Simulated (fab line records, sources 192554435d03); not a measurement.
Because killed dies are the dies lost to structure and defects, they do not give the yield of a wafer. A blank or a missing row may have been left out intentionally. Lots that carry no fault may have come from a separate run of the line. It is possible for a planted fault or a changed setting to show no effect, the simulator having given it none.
Chamber matching	flow n5Finfet	N5_BEOL_M5_CURE_79 on uvCure-02: 3 sister chambers
The step cures SiCOH lowk, time 240 s. 3 wafers are shown with their chamber, then 9 later ones without.

WAFERS, EACH WITH ITS CHAMBER
wafer	chamber	wafer_temp_C_max
L078.6	0	387.2
L093.6	1	388.1
L095.6	2	386.8

WAFERS WITH NO CHAMBER GIVEN
wafer	wafer_temp_C_max
L095.2	386.8
L095.4	386.5
L095.5	387.6
L097.1	386.6
L097.4	386.8
L097.6	386.7
L097.2	387.0
L097.3	386.8
L097.5	386.7

THE CHAMBER EACH PASSED THROUGH
wafer	from the rows above	in truth
L095.2	2	2
L095.4	2	2
L095.5	can't be placed: 0 or 1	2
L097.1	2	2
L097.4	2	2
L097.6	2	2
L097.2	can't be placed: 0 or 2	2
L097.3	2	2
L097.5	2	2
Correctly placed: 7 of 9. Can't be placed from these rows: 2 (the true chamber is among the candidates in 1). Wrongly placed: 0.
How it was worked out, from the rows above alone: a wafer's distance from a chamber is the root of the sum, over the readings, of the square of ((its reading less the chamber's mean) divided by the reading's scatter). If the next closest chamber is less than 2 further off than the closest, the wafer can't be placed; otherwise it belongs to the closest. The mean given for a chamber averages the wafers shown for that chamber. The scatter: root of mean squared gap, hidden wafer to nearest shown wafer, with one shown wafer a chamber.
